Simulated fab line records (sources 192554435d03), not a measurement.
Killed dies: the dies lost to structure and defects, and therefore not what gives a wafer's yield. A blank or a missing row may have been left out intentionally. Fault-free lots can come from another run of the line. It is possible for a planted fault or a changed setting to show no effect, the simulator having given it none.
fab line records	flow n5-finfet
record: lots: 9	wafers: 26	last-day: 17
route steps=1938 shown MOL_CONTACT_COAG@592 BEOL_M4@1111 PASSIVATION@1936
lots that met no fault: taken from a fault-free run of the same line
start-h: start of the lot's first displayed wafer, in hours after the record's first day	wait-h: hours from the lot's prior step to this one	" identical to the entry in the row above	L1.1+2: a single row standing in for several wafers	- either no value or no given start	* or withheld: withheld	< > ~ a bound
route shown NAME@n: a module of which the file shows steps, and the number in the route of the first	usual: mean and standard deviation over wafers with no fault	same: alike in all rows	chamber/n: place in a boat	sites: the reading at each site	_std_site: their standard deviation	_edge_site: outer sites' mean less inner sites'	radius-mm: how far each site lies from the wafer's centre	mask NAME#n: copy n	behind: the tool/chamber that last shaped the wafer	hold: the reason the lot was held/the length of the hold in hours/how it ended	device: the n, p or np transistor that did not switch	end of line: the same wafers' tests at the end of the route	a step given without rows: its recipe and nothing more	killed: at the first sort, the dies lost to defects and structure; wafer yield is something else	map: a wafer's dies, marking killed ones x, the rest . and places with no die _
set.NAME: the setting the step ran with; set.NAME@STEP: the setting that earlier step ran with	model.NAME: the simulator's own value behind a step, which no gauge read
a sample of lots followed through the steps of the route, with each step as a table and each wafer as a row
services: a tool's chamber out of use, with start hour (start-h, from the record's first day; less than 0 if before it), hours out, and reason
== steps ==
step: N5_MOL_CONTACT_COAG_CD_MEAS_137
recipe: target-cd-nm: 16
usual: cd-nm: 15.7/0.48
lot.wafer	tool	chamber	start-h	wait-h	cd-nm
L337.3	cd-sem-01	-	104.98	0.0	15.3
L337.5	"	-	"	"	15.8
L337.6	"	-	"	"	15.8
L339.3	cd-sem-02	-	120.38	0.0	15.9
L339.4	"	-	"	"	16.4
L339.6	"	-	"	"	16.6
L342.2	cd-sem-02	-	132.89	0.0	15.8
L342.3	"	-	"	"	15.0
L342.4	"	-	"	"	16.1
L343.1	cd-sem-02	-	140.82	0.0	15.5
L343.2	"	-	"	"	15.2
L343.6	"	-	"	"	16.0
L348.2	cd-sem-01	-	174.24	0.0	15.8
L348.3	"	-	"	"	16.0
L348.6	"	-	"	"	15.5
L352.1	cd-sem-01	-	195.72	0.0	16.3
L352.4	"	-	"	"	15.9
L352.5	"	-	"	"	16.6
L355.1	cd-sem-03	-	211.12	0.0	15.5
L355.2	"	-	"	"	15.3
L355.3	"	-	"	"	16.1
L357.2	cd-sem-02	-	225.79	0.0	15.7
L357.3	"	-	"	"	15.6
L357.4	"	-	"	"	15.4
L358.2	cd-sem-03	-	232.12	0.0	16.1
L358.3	"	-	"	"	15.4
step: N5_MOL_CONTACT_COAG_ETCHBACK_136
recipe: chemistry: CHF3	target: SiO2	target-depth-a: 250	time-s: 16.7	ion-energy-ev: 200	pressure-mtorr: 30	source-w: 610	bias-w: 170	Ar_flow_sccm: 200	CHF3_flow_sccm: 50
usual: drypump-motor-current-A: 5.8/0.46	oes-product-au: 0.79/0.099	rf-vpp-V: 529/13	showerhead-plenum-p-Torr: 2.36/0.11	throttle-valve-pct: 18.71/0.25
lot.wafer	tool	chamber	start-h	wait-h	drypump-motor-current-A	oes-product-au	rf-hours-counter-h	rf-vpp-V	showerhead-plenum-p-Torr	throttle-valve-pct
L337.3	rie-diel-05	1	106.40	0.0	6.5	0.66	228	555	2.23	18.87
L337.5	"	1	"	"	6.5	0.67	-	555	2.23	18.87
L337.6	"	2	"	"	6.3	0.77	-	529	2.29	18.54
L339.3	rie-diel-05	3	122.35	0.0	6.0	0.85	77	529	2.52	18.58
L339.4	"	1	"	"	6.5	0.66	234	555	2.23	18.89
L339.6	"	2	"	"	6.3	0.75	-	528	2.29	18.55
L342.2	rie-diel-03	0	134.33	0.0	5.5	0.92	28	527	2.55	18.51
L342.3	"	2	"	"	5.2	0.82	109	534	2.32	18.77
L342.4	"	3	"	"	5.3	0.73	193	522	2.35	18.70
L343.1	rie-diel-03	0	141.71	0.0	5.5	0.92	30	527	2.55	18.51
L343.2	"	1	"	"	6.1	0.78	119	524	2.32	19.16
L343.6	"	1	"	"	6.0	0.79	-	523	2.32	19.15
L348.2	rie-diel-03	0	175.78	0.0	5.5	0.89	43	526	2.54	18.52
L348.3	"	1	"	"	6.0	0.77	131	524	2.32	19.16
L348.6	"	2	"	"	5.2	0.80	-	534	2.31	18.79
L352.1	rie-diel-03	1	196.72	0.0	6.0	0.76	138	524	2.32	19.18
L352.4	"	3	"	"	5.4	0.70	214	522	2.34	18.73
L352.5	"	2	"	"	5.2	0.79	-	533	2.31	18.82
L355.1	rie-diel-05	2	212.15	0.0	6.2	0.74	197	528	2.27	18.61
L355.2	"	0	"	"	5.8	0.92	24	530	2.31	18.37
L355.3	"	1	"	"	6.5	0.97	6	562	2.51	18.62
L357.2	rie-diel-04	3	227.84	0.0	5.3	0.97	11	534	2.54	18.52
L357.3	"	0	"	"	5.5	0.94	31	516	2.41	18.25
L357.4	"	1	"	"	4.9	0.69	206	545	2.26	18.88
L358.2	rie-diel-05	2	233.23	0.0	6.3	0.72	204	528	2.27	18.62
L358.3	"	1	"	"	6.5	0.94	13	565	2.50	18.60
step: N5_MOL_CONTACT_COAG_VIA_ETCH_117
recipe: chemistry: C4F6/O2	target-depth-a: 400	overetch-a: 80	mask-material: SOC	target: SiO2	bias-w: 455	pressure-mtorr: 10	time-s: 26	source-w: 325	Ar_flow_sccm: 300	C4F6_flow_sccm: 10	O2_flow_sccm: 10	ion-energy-ev: 575.3	ends: end-point
usual: bias-w: 455.0/1.2	drypump-motor-current-A: 5.8/0.47	oes-product-au: 0.70/0.073	rf-vpp-V: 1600/37	showerhead-plenum-p-Torr: 2.82/0.13	throttle-valve-pct: 40.9/0.54
lot.wafer	tool	chamber	start-h	wait-h	bias-w	drypump-motor-current-A	oes-product-au	rf-hours-counter-h	rf-vpp-V	showerhead-plenum-p-Torr	throttle-valve-pct
L337.3	rie-diel-05	1	106.44	0.0	453.2	6.5	0.61	228	1672	2.66	40.1
L337.5	"	1	"	"	455.2	6.5	0.62	-	1672	2.66	40.0
L337.6	"	2	"	"	453.1	6.3	0.67	-	1600	2.73	40.4
L339.3	rie-diel-05	3	122.38	0.0	455.0	6.0	0.75	77	1593	3.00	41.4
L339.4	"	1	"	"	455.2	6.5	0.61	234	1672	2.66	40.0
L339.6	"	2	"	"	453.9	6.2	0.68	-	1601	2.73	40.4
L342.2	rie-diel-03	0	134.36	0.0	454.7	5.5	0.78	28	1594	3.04	41.3
L342.3	"	2	"	"	456.1	5.2	0.71	109	1612	2.76	41.2
L342.4	"	3	"	"	454.7	5.3	0.65	193	1581	2.80	40.2
L343.1	rie-diel-03	0	141.75	0.0	455.1	5.5	0.78	30	1594	3.04	41.4
L343.2	"	1	"	"	455.3	6.1	0.68	119	1585	2.77	41.7
L343.6	"	1	"	"	454.4	6.0	0.68	-	1586	2.77	41.6
L348.2	rie-diel-03	0	175.82	0.0	522.0	5.5	0.76	43	1765	3.03	41.4
L348.3	"	1	"	"	523.2	6.0	0.68	131	1756	2.76	41.7
L348.6	"	2	"	"	524.4	5.2	0.70	-	1784	2.76	41.2
L352.1	rie-diel-03	1	196.75	0.0	523.7	6.0	0.68	138	1756	2.76	41.7
L352.4	"	3	"	"	524.9	5.3	0.64	214	1750	2.79	40.2
L352.5	"	2	"	"	521.8	5.2	0.69	-	1785	2.75	41.2
L355.1	rie-diel-05	2	212.18	0.0	453.2	6.3	0.64	197	1601	2.71	40.4
L355.2	"	0	"	"	456.6	5.8	0.83	24	1606	2.74	40.7
L355.3	"	1	"	"	453.5	6.5	0.86	6	1698	2.99	40.7
L357.2	rie-diel-04	3	227.87	0.0	453.2	5.3	0.82	11	1617	3.03	41.6
L357.3	"	0	"	"	453.1	5.5	0.81	31	1564	2.87	40.4
L357.4	"	1	"	"	456.7	4.9	0.65	206	1646	2.71	40.8
L358.2	rie-diel-05	2	233.26	0.0	455.6	6.3	0.65	204	1600	2.71	40.4
L358.3	"	1	"	"	453.5	6.5	0.84	13	1699	2.98	40.7
step: N5_MOL_CONTACT_COAG_STRIP_72
recipe: chemistry: N2/H2	power-w: 450	temp-c: 40	pressure-mtorr: 20	rf-frequency-hz: 6e+07	overash-fraction: 3	bias-power-w: 7	h2-frac: 0.5	n2-flow-sccm: 200	h2-flow-sccm: 200
usual: drypump-motor-current-A: 5.8/0.46	oes-product-au: 0.79/0.098	rf-vpp-V: 59.1/2	showerhead-plenum-p-Torr: 2.52/0.12	throttle-valve-pct: 23.53/0.2
lot.wafer	tool	chamber	start-h	wait-h	drypump-motor-current-A	oes-product-au	rf-hours-counter-h	rf-vpp-V	showerhead-plenum-p-Torr	throttle-valve-pct
L337.3	rie-diel-05	1	106.56	0.0	6.5	0.66	228	58.5	2.38	23.23
L337.5	"	1	"	"	6.5	0.65	-	59.7	2.38	23.26
L337.6	"	2	"	"	6.3	0.79	-	57.2	2.46	23.46
L339.3	rie-diel-05	3	122.51	0.0	5.9	0.86	77	62.9	2.71	23.72
L339.4	"	1	"	"	6.5	0.65	234	59.0	2.38	23.30
L339.6	"	2	"	"	6.2	0.76	-	61.0	2.46	23.48
L342.2	rie-diel-03	0	134.48	0.0	5.4	0.91	28	60.3	2.70	23.24
L342.3	"	2	"	"	5.1	0.82	109	57.5	2.45	23.48
L342.4	"	3	"	"	5.4	0.72	193	58.7	2.52	23.60
L343.1	rie-diel-03	0	141.87	0.0	5.5	0.92	30	57.7	2.69	23.32
L343.2	"	1	"	"	6.0	0.79	119	58.3	2.42	23.48
L343.6	"	1	"	"	6.0	0.79	-	58.9	2.42	23.48
L348.2	rie-diel-03	0	175.94	0.0	5.5	0.88	43	60.8	2.69	23.28
L348.3	"	1	"	"	6.0	0.74	131	59.2	2.41	23.48
L348.6	"	2	"	"	5.2	0.80	-	60.7	2.45	23.49
L352.1	rie-diel-03	1	196.87	0.0	6.1	0.76	138	57.5	2.41	23.49
L352.4	"	3	"	"	5.4	0.70	214	57.8	2.51	23.61
L352.5	"	2	"	"	5.2	0.79	-	58.2	2.44	23.51
L355.1	rie-diel-05	2	212.30	0.0	6.3	0.74	197	55.8	2.44	23.53
L355.2	"	0	"	"	5.8	0.93	24	59.0	2.47	23.45
L355.3	"	1	"	"	6.5	0.97	6	61.3	2.69	23.17
L357.2	rie-diel-04	3	227.99	0.0	5.3	0.97	11	58.1	2.70	23.32
L357.3	"	0	"	"	5.5	0.92	31	56.5	2.59	23.50
L357.4	"	1	"	"	4.9	0.69	206	61.3	2.42	23.62
L358.2	rie-diel-05	2	233.38	0.0	6.3	0.74	204	57.1	2.44	23.54
L358.3	"	1	"	"	6.5	0.95	13	63.4	2.69	23.18
step: N5_BEOL_M4_RC_MEAS_101
usual: DIBL_N: 35.0/2.4	DIBL_P: 35.4/2.8	IOFF_N: 0.14/0.045	IOFF_P: 0.20/0.048	ION_N: 667/19	ION_P: 460/11	SS_N: 71.2/0.71	SS_P: 73.1/0.86	VT_N: 252/4.6	VT_P: -251/3.4
lot.wafer	tool	chamber	start-h	wait-h	DIBL_N[mV/V]	DIBL_P[mV/V]	IOFF_N[nA/um]	IOFF_P[nA/um]	ION_N[uA/um]	ION_P[uA/um]	SS_N[mV/dec]	SS_P[mV/dec]	VT_N[mV]	VT_P[mV]
L337.3	prober-02	0	172.56	0.3	36.5	37.5	0.17	0.24	679	464	71.8	73.7	250	-249
L337.5	"	0	"	"	33.4	33.1	0.12	0.17	663	456	70.4	72.9	253	-252
L337.6	"	0	"	"	36.5	38.6	0.18	0.25	687	474	72.3	74.1	248	-248
L339.3	prober-02	0	182.25	0.3	37.4	38.2	0.21	0.25	689	473	72.0	73.7	246	-248
L339.4	"	0	"	"	37.7	37.8	0.21	0.24	677	462	71.7	74.5	246	-248
L339.6	"	0	"	"	38.5	39.6	0.21	0.27	676	464	71.7	74.2	247	-248
L343.1	prober-02	0	204.79	0.0	35.1	33.5	0.12	0.18	644	447	71.4	72.5	254	-253
L343.2	"	0	"	"	37.5	37.5	0.18	0.23	682	466	71.3	74.2	248	-246
L343.6	"	0	"	"	36.2	37.8	0.16	0.27	666	462	71.3	73.7	251	-248
L342.2	prober-02	0	208.28	0.2	42.5	42.8	0.35	0.39	724	490	73.3	75.2	239	-242
L342.3	"	0	"	"	38.6	37.4	0.20	0.24	685	470	71.9	74.0	246	-247
L342.4	"	0	"	"	32.1	28.8	0.09	0.13	630	441	70.5	70.5	260	-256
L348.2	prober-02	0	238.89	0.2	34.3	35.8	0.14	0.20	673	469	71.1	73.4	251	-251
L348.3	"	0	"	"	32.4	33.3	0.12	0.17	661	462	70.8	72.3	253	-253
L348.6	"	0	"	"	35.7	38.3	0.16	0.24	665	465	71.5	73.6	250	-250
L352.1	prober-02	0	256.60	0.0	34.4	35.0	0.13	0.22	682	480	71.5	72.7	251	-248
L352.4	"	0	"	"	29.6	28.2	0.07	0.13	629	446	69.8	70.5	260	-255
L352.5	"	0	"	"	33.6	33.9	0.12	0.20	671	471	70.3	72.4	253	-247
L355.1	prober-02	0	276.89	0.3	39.2	41.4	0.22	0.33	688	483	71.9	74.8	243	-246
L355.2	"	0	"	"	34.4	30.3	0.11	0.14	631	437	71.8	72.3	258	-258
L355.3	"	0	"	"	37.5	36.4	0.17	0.21	666	456	71.4	74.4	249	-252
L357.2	prober-02	0	283.82	0.2	33.8	35.2	0.10	0.16	665	462	71.1	72.1	259	-256
L357.3	"	0	"	"	37.8	39.5	0.16	0.23	661	454	72.3	73.1	252	-250
L357.4	"	0	"	"	33.6	34.3	0.10	0.16	664	458	72.0	72.7	258	-255
L358.2	prober-02	0	302.41	0.2	33.1	36.2	0.12	0.18	654	457	71.3	72.9	253	-251
L358.3	"	0	"	"	36.3	39.3	0.19	0.23	702	479	72.0	74.1	243	-248
step: N5_PASSIVATION_PROBE_49
usual: defect-limited-yield: 91.7/1.4	killed_at_M0_to_M3: 32/9.7	killed_at_M4_up: 14/5.5	killed-at-contacts: 13/6.1	killed-at-front-end: 35/10	killed-at-other: 4.2/2.9	killed-dies: 98/17	killed-open: 63/12	killed-short: 32/7.7	sort_bin_4_leakage: 0.0/0.33	sort_bin_5_function: 4.8/0.9	sort_bin_6_memory: 3.1/0.63	sort_bin_8_speed: 1/3.3	sort-n-pass: 1073/41	sort-yield-pct: 91/3.5
same: gross-dies: 1180	killed-at-back-side: 0
lot.wafer	tool	chamber	start-h	wait-h	defect-limited-yield[%]	killed_at_M0_to_M3	killed_at_M4_up	killed-at-contacts	killed-at-front-end	killed-at-other	killed-dies	killed-open	killed-short	sort_bin_4_leakage[%]	sort_bin_5_function[%]	sort_bin_6_memory[%]	sort_bin_8_speed[%]	sort-n-pass	sort-yield-pct[%]
L348.2	prober-02	-	346.93	0.1	90.0	48	15	11	43	1	118	66	48	0	5.8	3.4	0	1062	90
L348.3	prober-02	-	346.98	0.1	93.7	20	16	7	29	2	74	47	24	0	4.0	2.0	0	1106	94
L348.6	prober-02	-	347.13	0.3	92.5	34	11	15	29	0	89	54	34	0	3.9	3.1	0	1091	92
L357.2	prober-02	-	403.49	0.1	93.6	34	4	11	19	8	76	55	20	0	3.9	2.3	0	1104	94
L357.3	prober-02	-	403.54	0.1	94.0	8	11	5	31	16	71	42	25	0	3.6	1.9	0	1109	94
L357.4	prober-02	-	403.59	0.2	92.3	20	14	21	30	6	91	66	24	0	4.5	3.0	0	1089	92
killed by level:class
L348.2 BEOL_M0_SAQP:geometric-particle:short=14 BEOL_M0_SAQP:geometric-particle:open=13 FIN_SAQP:geometric-particle:short=11 MOL_CONTACT_COAG:geometric-particle:open=8 BEOL_M2:geometric-particle:open=8 FIN_SAQP:geometric-particle:open=7 BEOL_M4:geometric-particle:open=7 STI_FIN_REVEAL:geometric-particle:open=6
L348.3 STI_FIN_REVEAL:geometric-particle:open=13 MOL_CONTACT_COAG:geometric-particle:open=6 BEOL_M0_SAQP:geometric-particle:open=4 BEOL_M0_SAQP:geometric-particle:short=4 BEOL_M3:geometric-particle:open=4 BEOL_M4:geometric-particle:short=4 DUMMY_GATE:geometric-particle:open=3 GATE_CUT:geometric-particle:short=3
L348.6 MOL_CONTACT_COAG:geometric-particle:open=13 BEOL_M1:geometric-particle:open=8 DUMMY_GATE:geometric-particle:open=6 GATE_CUT:geometric-particle:short=6 BEOL_M0_SAQP:geometric-particle:open=5 BEOL_M0_SAQP:geometric-particle:short=5 BEOL_M1:geometric-particle:short=5 BEOL_M3:geometric-particle:open=5
L357.2 BEOL_M2:geometric-particle:open=12 MOL_CONTACT_COAG:geometric-particle:open=10 BEOL_M0_SAQP:geometric-particle:open=6 PASS1_CAP:geometric-particle:open=6 BEOL_M1:geometric-particle:open=6 FIN_SAQP:geometric-particle:open=5 FIN_SAQP:geometric-particle:short=5 BEOL_M1:geometric-particle:short=3
L357.3 STARTING-WAFER:geometric-particle:short=7 FIN_SAQP:geometric-particle:open=5 BEOL_M4:geometric-particle:open=5 MOL_CONTACT_COAG:geometric-particle:open=4 PASS1_CAP:geometric-particle:short=4 FIN_SAQP:geometric-particle:short=3 STI_FIN_REVEAL:geometric-particle:open=3 MIM_TOP_ETCH:geometric-particle:open=3
L357.4 MOL_CONTACT_COAG:geometric-particle:open=21 BEOL_M1:geometric-particle:open=7 FIN_SAQP:geometric-particle:open=5 BEOL_M4:geometric-particle:open=5 STARTING-WAFER:geometric-particle:short=5 FIN_SAQP:geometric-particle:short=4 STI_FIN_REVEAL:geometric-particle:open=4 GATE_CUT:geometric-particle:short=3
== services ==
tool	chamber	start-h	hours	kind
rie-diel-03	1	106.97	6.5	repair
rie-diel-04	1	122.19	9.0	repair
rie-diel-05	0	125.61	4.7	repair
rie-diel-05	0	130.41	-	clean
rie-diel-05	0	130.41	-	consumable-replace:focus-ring
rie-diel-05	0	130.41	26.4	scheduled-down
rie-diel-05	0	130.41	26.4	vent-cycle
rie-diel-04	0	131.49	-	clean
rie-diel-04	0	131.49	-	consumable-replace:focus-ring
rie-diel-04	0	131.49	13.1	scheduled-down
rie-diel-04	0	131.49	13.1	vent-cycle
rie-diel-05	1	160.41	-	clean
rie-diel-05	1	160.41	-	consumable-replace:focus-ring
rie-diel-05	1	160.41	-	consumable-replace:showerhead
rie-diel-05	1	160.41	34.7	scheduled-down
rie-diel-05	1	160.41	34.7	vent-cycle
rie-diel-04	3	174.86	-	clean
rie-diel-04	3	174.86	-	consumable-replace:focus-ring
rie-diel-04	3	174.86	-	consumable-replace:showerhead
rie-diel-04	3	174.86	20.3	scheduled-down
rie-diel-04	3	174.86	20.3	vent-cycle
rie-diel-04	2	201.91	1.7	repair
== key ==
first-sign: step: N5_MOL_CONTACT_COAG_VIA_ETCH_117	reading: bias-w	direction: up	sigmas: 57	usual: *	struck: *
effect: step: N5_MOL_CONTACT_COAG_VIA_ETCH_117	reading: rf-vpp-V	direction: up	sigmas: 4.5	usual: 1600	struck: 1766
met-at N5_MOL_CONTACT_COAG_VIA_ETCH_117
struck-lots L348,L352
not-acting-at N5_MOL_CONTACT_COAG_CD_MEAS_137,N5_MOL_CONTACT_COAG_ETCHBACK_136,N5_MOL_CONTACT_COAG_STRIP_72
onset-between 141.75 175.82
fault: kind: process-parameter-drift	tool: rie-diel-03	chamber: -	onset-h: 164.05	steps: N5_MOL_CONTACT_COAG_VIA_ETCH_117	channel: bias-w	offset: *	shape: step	end-h: 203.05	acts-in: *	stated: *
